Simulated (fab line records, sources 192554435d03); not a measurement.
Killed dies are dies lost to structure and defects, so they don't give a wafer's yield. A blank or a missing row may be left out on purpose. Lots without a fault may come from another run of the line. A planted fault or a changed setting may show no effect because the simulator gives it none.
fab line records | flow n5_finfet
record lots=3 wafers=9 last_day=14
route steps=1938 shown BEOL_M5@1112
lots that met no fault: from a run of the same line without faults
start_h: hours from the record's first day to the start of the lot's first wafer shown | wait_h: hours since the lot's step before | " the same as in the row above | L1.1+2: a row that stands for several wafers | - no value, or no start given | * or withheld: withheld | < > ~ a bound
route shown NAME@n: a module of which the file shows steps, and the number in the route of the first | usual: mean/standard deviation of fault-free wafers | same: alike in all rows | chamber/n: place in a boat | sites: the reading at each site | _std_site: their standard deviation | _edge_site: outer sites' mean less inner sites' | radius_mm: how far each site lies from the wafer's centre | mask NAME#n: copy n | behind: the tool/chamber that last shaped the wafer | hold: why the lot was held/for how many hours/how that ended | device: the transistor (n, p or np) that didn't switch | end of line: the same wafers' tests at the end of the route | a step without rows: its recipe alone | killed: dies lost to structure and defects at the first sort, not the wafer's yield | map: a wafer's dies, x killed, . not, _ none there
set.NAME: the setting as run; set.NAME@STEP: as run at that earlier step | model.NAME: the simulator's own value behind a step, which no gauge read
lots at some steps of the route; a table a step, a row a wafer
services: from which hour (start_h, from the record's first day; less than 0 if before it) a tool's chamber was out of use, for how many hours, and why
## steps
# step N5_BEOL_M5_ILD_DEP_00
# recipe material=SiCOH_lowk target_thk_a=1406.4 temp_c=300 precursor=DEMS/porogen pressure_torr=5 rf_w=500 time_s=25.9
# step N5_BEOL_M5_CURE_79
# recipe temp_c=385 time_s=240 ambient=He/Ar material=SiCOH_lowk
# step N5_BEOL_M5_PECVD_70
# recipe material=SiO2 target_thk_a=160 temp_c=400 precursor=TEOS/O2 pressure_torr=5.5 rf_w=450 teos_flow_sccm=53.8 gas=O2 flow_sccm=3000 time_s=18
# step N5_BEOL_M5_HM_DEP_02
# recipe material=TiN target_thk_a=200 temp_c=25 chamber_pressure_pa=0.49996
# step N5_BEOL_M5_COAT_59
# recipe resist=SOC temp_c=250 time_s=60 spin_rpm=1500 resist_thk_nm=60
# step N5_BEOL_M5_COAT_60
# recipe resist=SiARC temp_c=220 time_s=60 spin_rpm=1500 resist_thk_nm=12
# step N5_BEOL_M5_COAT_71
# recipe resist=underlayer temp_c=205 time_s=60 spin_rpm=1500 resist_thk_nm=5
# step N5_BEOL_M5_COAT_05
# recipe resist=CAR-EUV spin_rpm=1500 resist_thk_nm=30
# step N5_BEOL_M5_EBR_07
# recipe solvent=PGMEA ebr_width_mm=1.5
# step N5_BEOL_M5_SOFTBAKE_06
# recipe temp_c=110 time_s=60 resist=CAR-EUV
# step N5_BEOL_M5_EXPOSE_08
# recipe mask_id=M5 na=0.33 source_shape=annular sigma_inner=0.4 sigma_outer=0.8 polarization=unpolarized target_cd_nm=28 dose_mj=35.75
# columns lot.wafer tool chamber start_h wait_h mask
L731.1+2+6 euv_scanner-01 0 174.96 - M5#0
L738.2+3+6 euv_scanner-01 0 225.19 - M5#0
L740.1+2+5 euv_scanner-02 0 228.48 - M5#0
# step N5_BEOL_M5_PEB_09
# recipe peb_temp_c=100 peb_time_s=60 resist=CAR-EUV
# step N5_BEOL_M5_DEVELOP_10
# recipe develop_time_s=30 developer=TMAH resist=CAR-EUV rinse_liquid=surfactant_rinse dry=air_spin dev_temp_c=23
# step N5_BEOL_M5_DESCUM_16
# recipe chemistry=O2 time_s=7 source_power_w=50 bias_power_w=20 pressure_mtorr=20 rf_frequency_hz=2.712e+07 temp_c=40 resist=CAR-EUV o2_flow_sccm=225
# usual drypump_motor_current_A=5.8/0.55 o2_flow_sccm=225.0/0.6 oes_product_au=0.77/0.091 rf_vpp_V=243.3/1.4 showerhead_plenum_p_Torr=2.10/0.071 throttle_valve_pct=20.30/0.3
# columns lot.wafer tool chamber start_h wait_h drypump_motor_current_A o2_flow_sccm oes_product_au rf_hours_counter_h rf_vpp_V showerhead_plenum_p_Torr throttle_valve_pct model.BEOL_M5.cd_nm
L731.1 rie_diel-02 3 175.21 0.0 6.5 225.7 0.70 188 243.1 2.04 20.16 28
L731.2 " 1 " " 5.0 225.2 0.69 225 241.2 2.15 20.19 28.2
L731.6 " 3 " " 6.5 224.6 0.70 - 243.5 2.04 20.17 28.4
L738.2 rie_diel-04 0 225.43 0.0 5.3 224.5 0.74 165 244.9 2.16 20.35 28
L738.3 " 2 " " 4.9 225.2 0.71 213 245.3 2.17 20.41 27.4
L738.6 " 2 " " 4.8 225.3 0.71 - 244.7 2.17 20.43 28
L740.1 rie_diel-04 3 228.87 0.2 5.9 225.6 0.68 247 241.9 1.97 20.48 27.8
L740.2 " 0 " " 5.3 224.6 0.73 167 245.8 2.16 20.35 28
L740.5 " 2 " " 4.9 224.8 0.72 - 243.7 2.17 20.41 27.6
# step N5_BEOL_M5_ETCH_72
# recipe chemistry=N2/H2 target=underlayer target_depth_a=65 mask_material=CAR-EUV time_s=5.2 ion_energy_ev=200 pressure_mtorr=30 source_w=840 bias_w=150 n2_flow_sccm=200 h2_flow_sccm=200 ends=cleared
# step N5_BEOL_M5_ETCH_61
# recipe chemistry=CF4 target=SiARC target_depth_a=156 mask_material=CAR-EUV time_s=26 ion_energy_ev=80 pressure_mtorr=40 source_w=545 bias_w=36 Ar_flow_sccm=100 cf4_flow_sccm=100 ends=cleared
# step N5_BEOL_M5_ETCH_62
# recipe chemistry=N2/H2 target=SOC target_depth_a=750 overetch_a=150 mask_material=SiARC temp_c=40 time_s=112.5 ion_energy_ev=200 pressure_mtorr=30 source_w=840 bias_w=150 n2_flow_sccm=200 h2_flow_sccm=200
# step N5_BEOL_M5_STRIP_63
# recipe chemistry=N2/H2 temp_c=40 n2_flow_sccm=200 h2_flow_sccm=200 rf_frequency_hz=6e+07
# step N5_BEOL_M5_STRIP_73
# recipe chemistry=N2/H2 temp_c=40 n2_flow_sccm=200 h2_flow_sccm=200 rf_frequency_hz=6e+07
# step N5_BEOL_M5_STRIP_64
# recipe chemistry=CF4 resist=SiARC power_w=300 bias_power_w=75 pressure_mtorr=50 cf4_flow_sccm=150 rf_frequency_hz=6e+07
# step N5_BEOL_M5_HM_OPEN_17
# recipe chemistry=Cl2/BCl3 target_depth_a=200 overetch_a=60 target=TiN mask_material=SOC ion_energy_ev=150 pressure_mtorr=10 icp_w=1000 bias_w=126 Cl2_flow_sccm=53.25 bcl3_flow_sccm=21.75 Ar_flow_sccm=25
# step N5_BEOL_M5_STRIP_19
# recipe chemistry=O2 power_w=400 temp_c=40 pressure_mtorr=30 rf_frequency_hz=6e+07 bias_power_w=0 overash_fraction=0.2 o2_flow_sccm=225
# step N5_BEOL_M5_COAT_65
# recipe resist=SOC temp_c=250 time_s=60 spin_rpm=1500 resist_thk_nm=60
# step N5_BEOL_M5_COAT_66
# recipe resist=SiARC temp_c=220 time_s=60 spin_rpm=1500 resist_thk_nm=12
# step N5_BEOL_M5_COAT_74
# recipe resist=underlayer temp_c=205 time_s=60 spin_rpm=1500 resist_thk_nm=5
# step N5_BEOL_M5_COAT_22
# recipe resist=CAR-EUV spin_rpm=1500 resist_thk_nm=30
# step N5_BEOL_M5_EBR_24
# recipe solvent=PGMEA ebr_width_mm=1.5
# step N5_BEOL_M5_SOFTBAKE_23
# recipe temp_c=110 time_s=60 resist=CAR-EUV
# step N5_BEOL_M5_EXPOSE_25
# recipe mask_id=V4 na=0.33 source_shape=quasar sigma_inner=0.2 sigma_outer=0.6 polarization=unpolarized defocus_nm=10 dose_mj=52.75
# step N5_BEOL_M5_PEB_26
# recipe peb_temp_c=100 peb_time_s=60 resist=CAR-EUV
# step N5_BEOL_M5_DEVELOP_27
# recipe develop_time_s=30 developer=TMAH resist=CAR-EUV rinse_liquid=surfactant_rinse dry=air_spin dev_temp_c=23
# step N5_BEOL_M5_DESCUM_33
# recipe chemistry=O2 time_s=7 source_power_w=50 bias_power_w=20 pressure_mtorr=20 rf_frequency_hz=2.712e+07 temp_c=40 resist=CAR-EUV o2_flow_sccm=225
# step N5_BEOL_M5_ETCH_75
# recipe chemistry=N2/H2 target=underlayer target_depth_a=65 mask_material=CAR-EUV time_s=5.2 ion_energy_ev=200 pressure_mtorr=30 source_w=840 bias_w=150 n2_flow_sccm=200 h2_flow_sccm=200 ends=cleared
# step N5_BEOL_M5_TRENCH_ETCH_37
# recipe chemistry=C4F6/O2 target_depth_a=716.52 target=SiCOH_lowk time_s=24.7 ion_energy_ev=250 pressure_mtorr=30 source_w=345 bias_w=185 Ar_flow_sccm=300 C4F6_flow_sccm=10 O2_flow_sccm=10
# usual bias_w=185.0/0.58 drypump_motor_current_A=5.7/0.55 oes_product_au=0.76/0.094 rf_vpp_V=657/15 showerhead_plenum_p_Torr=2.87/0.091 throttle_valve_pct=20.77/0.25
# columns lot.wafer tool chamber start_h wait_h bias_w drypump_motor_current_A oes_product_au rf_hours_counter_h rf_vpp_V showerhead_plenum_p_Torr throttle_valve_pct model.BEOL_M5.cd_nm
L731.1 rie_diel-06 2 - - 184.2 6.2 0.89 33 648 2.80 21.12 27.8
L731.2 " 1 " " 185.3 5.4 0.83 60 655 2.88 20.47 28.2
L731.6 " 1 " " 184.7 5.4 0.83 - 655 2.88 20.48 28.4
L738.2 rie_diel-06 3 - - 184.3 5.2 0.72 183 649 2.69 20.75 28.4
L738.3 " 1 " " 185.1 5.4 0.80 73 656 2.88 20.48 27.6
L738.6 " 0 " " 184.8 5.9 0.70 - 685 2.93 21.10 28.2
L740.1 rie_diel-04 3 - - 185.2 5.9 0.67 248 654 2.69 20.90 27.6
L740.2 " 0 " " 185.1 5.3 0.73 167 640 2.95 20.96 28.6
L740.5 " 0 " " 183.9 5.3 0.73 - 639 2.95 20.95 27.8
## services
# columns tool chamber start_h hours kind
euv_scanner-02 - 156.87 0.9 repair
euv_scanner-01 - 164.40 1.0 pm
euv_scanner-01 - 176.14 1.4 repair
rie_diel-04 3 180.80 1.6 repair
euv_scanner-01 - 182.92 0.5 repair
euv_scanner-02 - 196.67 4.6 pm
euv_scanner-02 - 202.25 1.0 pm
euv_scanner-01 - 204.96 12.0 pm
euv_scanner-02 0 219.42 - calibration
euv_scanner-01 - 220.55 1.0 pm
rie_diel-02 1 222.31 5.3 repair
## key
first_sign none at tools or gauges
model_effect step=N5_BEOL_M5_DESCUM_16 value=BEOL_M5.cd_nm without=28 struck=27.4
model_effect step=N5_BEOL_M5_TRENCH_ETCH_37 value=BEOL_M5.cd_nm without=28.2 struck=27.6
met_at N5_BEOL_M5_EXPOSE_08
struck_wafers L738.3
onset_between 174.96 225.19
fault kind=process_parameter_drift tool=euv_scanner-01 chamber=- onset_h=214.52 steps=N5_BEOL_M5_EXPOSE_08 channel=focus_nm offset=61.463 shape=step end_h=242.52 scope=struck_wafers_only
